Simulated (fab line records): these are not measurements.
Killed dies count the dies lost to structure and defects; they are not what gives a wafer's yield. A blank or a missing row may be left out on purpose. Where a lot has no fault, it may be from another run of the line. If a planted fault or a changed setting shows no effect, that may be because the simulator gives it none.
fab line records	flow n5Finfet
record lots=6	wafers=18	lastDay=17
route steps=1938 shown FIN_SAQP@96
lots that met no fault: from a run of the same line without faults
startH: hours from the record's first day to the start of the lot's first wafer shown	waitH: how many hours have passed since the lot's step before this one	" as in the row above	L1.1+2: several wafers, shown together as one row	- no value present, or no start provided	* or withheld: withheld	< > ~ a bound
route shown NAME@n: names a module that has steps shown in the file, with the first one's number in the route	usual: average and standard deviation across the fault-free wafers	same: alike in all rows	chamber/n: place in a boat	sites: each site's reading	_std_site: the standard deviation of these	_edge_site: inner sites' mean taken away from outer sites' mean	radiusMm: for every site, how far away it sits from the centre of the wafer	mask NAME#n: copy n	behind: the most recent tool/chamber to have shaped the wafer	hold: what put the lot on hold/how long, in hours/how the hold closed	device: names the non-switching transistor (n, p or np)	end of line: the same wafers' tests at the end of the route	a step without rows: its recipe alone	killed: dies that structure and defects cost at the first sort, which is not the same as the wafer's yield	map: shows each die of a wafer: x if killed, . if not, _ if none is there
set.NAME: setting as actually run; set.NAME@STEP: the setting as run at that earlier step	model.NAME: the simulator's own value behind a step, which no gauge read
lots seen at some steps along the route; tables by step, rows by wafer
services: a tool's chamber out of use, with start hour (startH, from the record's first day; less than 0 if before it), hours out, and reason
## steps
# step N5_FIN_SAQP_HM_DEP_03
# recipe material=SiNx	targetThkA=380	tempC=400	precursor=SiH4/NH3/N2	pressureTorr=1.5	rfW=300	timeS=33.6
# usual heaterPowerW=776/59	showerheadPlenumPTorr=5.12/0.059	throttleValvePct=40.1/1.5
lot.wafer	tool	chamber	startH	waitH	heaterPowerW	showerheadPlenumPTorr	throttleValvePct
L554.1	pecvd-04	0	26.99	0.2	809	5.09	42.2
L554.4	"	0	"	"	765	5.10	42.1
L554.5	"	2	"	"	796	5.09	39.6
L559.1	pecvd-03	0	56.62	0.2	758	5.24	38.7
L559.4	"	2	"	"	777	5.00	39.8
L559.5	"	1	"	"	813	5.19	42.2
L562.1	pecvd-03	2	74.99	0.2	711	5.01	39.6
L562.2	"	0	"	"	857	5.26	38.7
L562.6	"	1	"	"	801	5.22	42.3
L563.3	pecvd-04	0	81.20	0.1	669	5.10	42.5
L563.5	"	1	"	"	783	5.10	39.8
L563.6	"	0	"	"	668	5.09	42.3
L574.1	pecvd-01	2	146.49	0.2	902	5.16	37.5
L574.4	"	0	"	"	740	5.08	38.1
L574.6	"	1	"	"	797	5.17	39.9
L575.4	pecvd-04	2	152.76	0.1	710	5.12	39.7
L575.5	"	1	"	"	761	5.11	39.6
L575.6	"	0	"	"	796	5.09	42.9
# step N5_FIN_SAQP_THK_MEAS_05
# usual thkNm=38.0/0.56
lot.wafer	tool	chamber	startH	waitH	thkNm
L554.1	filmMetro-01	-	27.08	0.1	38.1
L554.4	"	-	"	"	38.8
L554.5	"	-	"	"	37.7
L559.1	filmMetro-02	-	56.70	0.1	38.4
L559.4	"	-	"	"	38.5
L559.5	"	-	"	"	38.6
L562.1	filmMetro-02	-	75.08	0.1	37.5
L562.2	"	-	"	"	37.3
L562.6	"	-	"	"	38.3
L563.3	filmMetro-02	-	81.29	0.1	38.4
L563.5	"	-	"	"	39.3
L563.6	"	-	"	"	39.5
L574.1	filmMetro-01	-	146.58	0.1	37.3
L574.4	"	-	"	"	38.0
L574.6	"	-	"	"	37.6
L575.4	filmMetro-01	-	152.82	0.0	38.9
L575.5	"	-	"	"	38.9
L575.6	"	-	"	"	39.3
# step N5_FIN_SAQP_PECVD_47
# recipe material=a-Si	targetThkA=450	tempC=400	precursor=SiH4/He	pressureTorr=3	rfW=100	timeS=36.3
# usual heaterPowerW=861/64	showerheadPlenumPTorr=5.66/0.049	throttleValvePct=18.0/0.71
lot.wafer	tool	chamber	startH	waitH	heaterPowerW	showerheadPlenumPTorr	throttleValvePct
L554.1	pecvd-01	2	27.12	0.0	956	5.68	17.0
L554.4	"	2	"	"	967	5.68	17.1
L554.5	"	0	"	"	823	5.62	17.3
L559.1	pecvd-01	1	56.74	0.0	806	5.69	18.0
L559.4	"	2	"	"	936	5.67	17.0
L559.5	"	0	"	"	796	5.62	17.4
L562.1	pecvd-01	0	75.11	0.0	717	5.64	17.3
L562.2	"	1	"	"	909	5.68	17.8
L562.6	"	1	"	"	891	5.66	18.2
L563.3	pecvd-01	0	81.32	0.0	811	5.62	17.5
L563.5	"	1	"	"	856	5.68	18.1
L563.6	"	2	"	"	858	5.67	17.0
L574.1	pecvd-04	2	146.61	0.0	863	5.65	18.0
L574.4	"	0	"	"	800	5.62	19.5
L574.6	"	1	"	"	844	5.64	18.4
L575.4	pecvd-03	0	152.87	0.1	821	5.74	17.8
L575.5	"	2	"	"	876	5.57	18.3
L575.6	"	1	"	"	894	5.69	19.4
# step N5_FIN_SAQP_PECVD_48
# recipe material=SiNx	targetThkA=250	tempC=400	precursor=SiH4/NH3/N2	pressureTorr=1.5	rfW=300	timeS=22.1
# usual heaterPowerW=779/66	showerheadPlenumPTorr=5.13/0.066	throttleValvePct=39.5/1.6
lot.wafer	tool	chamber	startH	waitH	heaterPowerW	showerheadPlenumPTorr	throttleValvePct
L554.1	pecvd-01	2	27.16	0.0	794	5.17	37.5
L554.4	"	2	"	"	795	5.16	37.5
L554.5	"	0	"	"	750	5.08	37.7
L559.1	pecvd-01	1	56.78	0.0	747	5.16	39.6
L559.4	"	2	"	"	899	5.16	37.0
L559.5	"	0	"	"	781	5.09	38.0
L562.1	pecvd-01	0	75.16	0.0	664	5.09	38.1
L562.2	"	1	"	"	835	5.17	39.7
L562.6	"	1	"	"	822	5.17	39.6
L563.3	pecvd-01	0	81.36	0.0	709	5.09	37.9
L563.5	"	1	"	"	776	5.16	39.8
L563.6	"	2	"	"	902	5.15	37.2
L574.1	pecvd-04	2	146.66	0.0	762	5.11	40.0
L574.4	"	0	"	"	792	5.09	42.9
L574.6	"	1	"	"	720	5.09	39.8
L575.4	pecvd-03	0	152.91	0.0	868	5.24	38.8
L575.5	"	2	"	"	757	5.02	39.7
L575.6	"	1	"	"	797	5.20	42.6
# step N5_FIN_SAQP_PECVD_06
# recipe material=a-Si	targetThkA=600	tempC=400	precursor=SiH4/He	pressureTorr=3	rfW=100	timeS=48.1
# usual heaterPowerW=858/65	showerheadPlenumPTorr=5.66/0.049	throttleValvePct=18.0/0.74
lot.wafer	tool	chamber	startH	waitH	heaterPowerW	showerheadPlenumPTorr	throttleValvePct
L554.1	pecvd-01	2	27.20	0.0	967	5.67	16.9
L554.4	"	2	"	"	963	5.70	16.9
L554.5	"	0	"	"	847	5.63	17.4
L559.1	pecvd-01	1	56.82	0.0	900	5.67	18.1
L559.4	"	2	"	"	944	5.68	17.1
L559.5	"	0	"	"	816	5.60	17.3
L562.1	pecvd-01	0	75.20	0.0	736	5.62	17.5
L562.2	"	1	"	"	842	5.70	18.3
L562.6	"	1	"	"	846	5.68	18.1
L563.3	pecvd-01	0	81.40	0.0	746	5.61	17.3
L563.5	"	1	"	"	844	5.68	17.7
L563.6	"	2	"	"	977	5.68	17.0
L574.1	pecvd-04	2	146.69	0.0	824	5.65	18.0
L574.4	"	0	"	"	834	5.64	19.7
L574.6	"	1	"	"	875	5.63	18.2
L575.4	pecvd-03	0	152.96	0.0	934	5.74	17.4
L575.5	"	2	"	"	865	5.57	18.2
L575.6	"	1	"	"	838	5.71	19.3
# step N5_FIN_SAQP_THK_MEAS_07
# usual thkNm=59.9/0.84
lot.wafer	tool	chamber	startH	waitH	thkNm
L554.1	filmMetro-01	-	27.29	0.1	61.1
L554.4	"	-	"	"	61.4
L554.5	"	-	"	"	60.3
L559.1	filmMetro-01	-	56.91	0.1	58.6
L559.4	"	-	"	"	60.9
L559.5	"	-	"	"	59.3
L562.1	filmMetro-01	-	75.28	0.1	59.7
L562.2	"	-	"	"	60.4
L562.6	"	-	"	"	60.9
L563.3	filmMetro-02	-	81.49	0.1	59.3
L563.5	"	-	"	"	60.3
L563.6	"	-	"	"	61.5
L574.1	filmMetro-02	-	146.78	0.1	59.3
L574.4	"	-	"	"	60.4
L574.6	"	-	"	"	60.8
L575.4	filmMetro-02	-	153.03	0.0	60.1
L575.5	"	-	"	"	59.8
L575.6	"	-	"	"	59.9
# step N5_FIN_SAQP_HM_DEP_72
# recipe material=SiO2	targetThkA=120	tempC=400	precursor=SiH4/N2O	pressureTorr=0.75	rfW=275	timeS=7.2
# usual heaterPowerW=785/58	showerheadPlenumPTorr=8.12/0.14
lot.wafer	tool	chamber	startH	waitH	heaterPowerW	showerheadPlenumPTorr
L554.1	pecvd-04	0	27.32	0.0	647	8.04
L554.4	"	1	"	"	743	8.07
L554.5	"	2	"	"	812	8.10
L559.1	pecvd-03	2	56.95	0.0	775	7.90
L559.4	"	0	"	"	859	8.39
L559.5	"	2	"	"	792	7.89
L562.1	pecvd-04	0	75.32	0.0	761	8.06
L562.2	"	1	"	"	774	8.05
L562.6	"	1	"	"	786	8.04
L563.3	pecvd-03	2	81.53	0.0	827	7.90
L563.5	"	1	"	"	817	8.25
L563.6	"	2	"	"	839	7.89
L574.1	pecvd-04	2	146.82	0.0	824	8.08
L574.4	"	0	"	"	768	8.04
L574.6	"	1	"	"	832	8.07
L575.4	pecvd-01	2	153.09	0.1	891	8.18
L575.5	"	1	"	"	840	8.17
L575.6	"	0	"	"	692	8.03
# step N5_FIN_SAQP_COAT_49
# recipe resist=SOC	tempC=250	timeS=60	spinRpm=1500	resistThkNm=100
# step N5_FIN_SAQP_COAT_50
# recipe resist=SiARC	tempC=220	timeS=60	spinRpm=1500	resistThkNm=35
# step N5_FIN_SAQP_COAT_10
# recipe resist=CAR-ArF	spinRpm=1500	resistThkNm=90
# step N5_FIN_SAQP_EBR_12
# recipe solvent=PGMEA	ebrWidthMm=1.5
# step N5_FIN_SAQP_SOFTBAKE_11
# recipe tempC=110	timeS=60	resist=CAR-ArF
# step N5_FIN_SAQP_EXPOSE_13
# recipe maskId=FIN_CORE	na=1.35	sourceShape=dipole	sigmaInner=0.538	sigmaOuter=0.738	polarization=te	targetCdNm=35.6	doseMj=63.25
# usual exposureDoseMJCm2=63.32/0.17
lot.wafer	tool	chamber	startH	waitH	mask	exposureDoseMJCm2	model.FIN_SAQP.overlayXNm
L554.1	arfiScanner-03	0	27.64	-	FIN_CORE#0	63.27	-0.5699
L554.4	"	0	"	"	FIN_CORE#0	63.20	-0.5699
L554.5	"	0	"	"	FIN_CORE#0	63.18	-0.5699
L559.1	arfiScanner-01	0	57.27	-	FIN_CORE#0	63.22	0.02136
L559.4	"	0	"	"	FIN_CORE#0	63.24	0.02136
L559.5	"	0	"	"	FIN_CORE#0	63.24	0.02136
L562.1	arfiScanner-03	0	75.64	-	FIN_CORE#0	63.34	-0.3111
L562.2	"	0	"	"	FIN_CORE#0	63.28	-0.3111
L562.6	"	0	"	"	FIN_CORE#0	63.30	-0.3111
L563.3	arfiScanner-02	0	81.86	-	FIN_CORE#0	63.23	0.3621
L563.5	"	0	"	"	FIN_CORE#0	63.25	0.3621
L563.6	"	0	"	"	FIN_CORE#0	63.18	0.3621
L574.1	arfiScanner-01	0	147.02	-	FIN_CORE#0	63.64	17.87
L574.4	"	0	"	"	FIN_CORE#0	63.68	17.87
L574.6	"	0	"	"	FIN_CORE#0	63.69	17.87
L575.4	arfiScanner-01	0	153.27	-	FIN_CORE#0	63.64	18.11
L575.5	"	0	"	"	FIN_CORE#0	63.62	18.11
L575.6	"	0	"	"	FIN_CORE#0	63.60	18.11
# step N5_FIN_SAQP_PEB_14
# recipe pebTempC=withheld	pebTimeS=60	resist=CAR-ArF
# step N5_FIN_SAQP_DEVELOP_15
# recipe developTimeS=30	developer=TMAH	resist=CAR-ArF	devTempC=23	rinseLiquid=diw	dry=airSpin
# step N5_FIN_SAQP_CD_MEAS_16
# recipe targetCdNm=35.6	landingEnergyEv=500	detector=seInlens
# usual cdNm=35.6/0.39
lot.wafer	tool	chamber	startH	waitH	cdNm
L554.1	cdSem-01	0	27.77	-	35.0
L554.4	"	0	"	"	35.5
L554.5	"	0	"	"	35.8
L559.1	cdSem-03	0	57.39	-	35.3
L559.4	"	0	"	"	35.1
L559.5	"	0	"	"	34.9
L562.1	cdSem-02	0	75.77	-	36.0
L562.2	"	0	"	"	35.4
L562.6	"	0	"	"	35.4
L563.3	cdSem-01	0	81.98	-	35.1
L563.5	"	0	"	"	35.1
L563.6	"	0	"	"	35.1
L574.1	cdSem-02	0	147.14	-	35.7
L574.4	"	0	"	"	36.1
L574.6	"	0	"	"	35.2
L575.4	cdSem-01	0	153.39	-	35.7
L575.5	"	0	"	"	35.6
L575.6	"	0	"	"	35.5
# step N5_FIN_SAQP_OVL_MEAS_17
# recipe pointsPerWafer=44
# usual FIN_CORE_OVL=-0.5/0.89
lot.wafer	tool	chamber	startH	waitH	FIN_CORE_OVL[nm]
L554.1	overlay-01	0	27.81	0.0	-1.4
L554.4	"	0	"	"	-0.4
L554.5	"	0	"	"	-0.6
L559.1	overlay-02	0	57.43	0.0	0.2
L559.4	"	0	"	"	0.0
L559.5	"	0	"	"	-0.7
L562.1	overlay-01	0	75.81	0.0	-1.3
L562.2	"	0	"	"	-0.1
L562.6	"	0	"	"	0.6
L563.3	overlay-02	0	82.02	0.0	0.8
L563.5	"	0	"	"	-0.3
L563.6	"	0	"	"	-0.1
L574.1	overlay-01	0	147.18	0.0	15.8
L574.4	"	0	"	"	17.2
L574.6	"	0	"	"	16.5
L575.4	overlay-02	0	153.42	0.0	18.5
L575.5	"	0	"	"	17.5
L575.6	"	0	"	"	17.5
# step N5_FIN_SAQP_INSPECT_18
# recipe mode=adi	inspectInstrument=brightfield
# usual rawDefectCount=462/120
lot.wafer	tool	chamber	startH	waitH	rawDefectCount
L554.1	defectInspect-02	-	27.83	0.0	564
L554.4	"	-	"	"	433
L554.5	"	-	"	"	594
L559.1	defectInspect-02	-	57.47	0.0	795
L559.4	"	-	"	"	790
L559.5	"	-	"	"	828
L562.1	defectInspect-01	-	75.83	0.0	368
L562.2	"	-	"	"	385
L562.6	"	-	"	"	372
L563.3	defectInspect-01	-	82.04	0.0	409
L563.5	"	-	"	"	483
L563.6	"	-	"	"	730
L574.1	defectInspect-01	-	147.21	0.0	440
L574.4	"	-	"	"	401
L574.6	"	-	"	"	605
L575.4	defectInspect-02	-	153.45	0.0	341
L575.5	"	-	"	"	529
L575.6	"	-	"	"	462
## services
tool	chamber	startH	hours	kind
arfiScanner-01	-	3.10	1.0	pm
arfiScanner-02	-	13.27	3.9	pm
arfiScanner-01	-	24.56	4.8	pm
pecvd-03	-	26.63	1.5	repair
pecvd-04	2	30.58	5.5	repair
arfiScanner-03	-	31.11	1.3	pm
arfiScanner-03	-	35.52	1.0	pm
arfiScanner-02	-	56.17	0.9	repair
pecvd-01	1	58.57	5.5	scheduledDown
arfiScanner-03	-	60.07	0.8	repair
arfiScanner-03	-	61.16	0.9	repair
arfiScanner-02	-	78.05	1.3	pm
pecvd-04	1	84.19	5.0	scheduledDown
arfiScanner-03	-	93.21	0.7	repair
arfiScanner-01	-	93.35	0.8	pm
arfiScanner-03	-	104.29	1.1	repair
pecvd-01	2	114.12	2.1	scheduledDown
arfiScanner-03	-	114.95	5.2	repair
arfiScanner-03	-	120.20	0.8	pm
arfiScanner-01	-	121.02	1.3	pm
arfiScanner-02	-	122.99	0.8	pm
arfiScanner-03	-	129.49	1.0	pm
arfiScanner-02	-	140.93	1.6	repair
arfiScanner-02	-	147.50	1.0	pm
## key
firstSign step=N5_FIN_SAQP_OVL_MEAS_17	reading=FIN_CORE_OVL	direction=up	sigmas=20	usual=-0.5	struck=17.2
effect none on later readings
modelEffect step=N5_FIN_SAQP_EXPOSE_13	value=FIN_SAQP.overlayXNm	without=-0.2217	struck=17.99
metAt N5_FIN_SAQP_EXPOSE_13
struckWafers L574.1,L574.4,L574.6,L575.4,L575.5,L575.6
testerLeftOut L574,L575
onsetBetween 57.27 147.02
alsoFits time
fault kind=scannerMatchingOverlay	tool=arfiScanner-01	chamber=-	onsetH=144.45	steps=N5_FIN_SAQP_EXPOSE_13	offset=18.212
# testerLeftOut: of these lots the tester's yield and bins aren't shown, on N5 and GAA mostly nor the transistor test; their killed dies are dies lost to structure and defects alone, not to doping, threshold or leakage, so they don't give the yield
